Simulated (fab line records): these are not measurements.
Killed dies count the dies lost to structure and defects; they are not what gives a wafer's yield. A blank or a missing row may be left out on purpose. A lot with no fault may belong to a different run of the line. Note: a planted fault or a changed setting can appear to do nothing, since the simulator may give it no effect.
Chamber matching ; flow n5-finfet ; 4 sister chambers for N5_STI_FIN_REVEAL_ETCH_34 on rie-si-02
The step etches Si in H2, material Si, target depth 0.97 nm. 8 wafers are shown with their chamber, then 9 later ones without.

## WAFERS PAIRED WITH THEIR CHAMBERS
wafer;chamber;oes-product-au (a.u.)
L081.4;0;0.992
L086.3;2;1.025
L086.4;0;1.006
L088.1;3;1.009
L088.2;2;1.034
L089.1;1;1.013
L089.3;3;1.014
L089.5;1;1.014

## WAFERS WITH NO CHAMBER GIVEN
wafer;oes-product-au (a.u.)
L091.1;1.017
L091.3;0.993
L091.5;1.019
L092.1;0.996
L092.2;1.012
L092.6;1.004
L094.1;0.997
L094.5;0.999
L094.6;1.006

## THE CHAMBER EACH PASSED THROUGH
wafer;from the rows above;in truth
L091.1;can't be placed: 1 or 3 or 2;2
L091.3;0;0
L091.5;can't be placed: 1 or 3 or 2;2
L092.1;0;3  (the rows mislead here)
L092.2;can't be placed: 3 or 1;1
L092.6;can't be placed: 0 or 3 or 1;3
L094.1;0;0
L094.5;0;0
L094.6;can't be placed: 3 or 0 or 1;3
Correct placement for 3 of the 9. These rows do not allow placing 5 (true chamber among the candidates in 5). Placed wrongly: 1.
How it was worked out, from the rows above alone: a wafer's distance from a chamber is the root of the sum, over the readings, of the square of ((its reading less the chamber's mean) divided by the reading's scatter). If the next closest chamber is less than 2 further off than the closest, the wafer can't be placed; otherwise it belongs to the closest. Each chamber's mean is taken over the wafers shown for it. The scatter: the root of (the sum of the squares of (reading less its chamber's mean) over the shown wafers, divided by (wafers less chambers)).
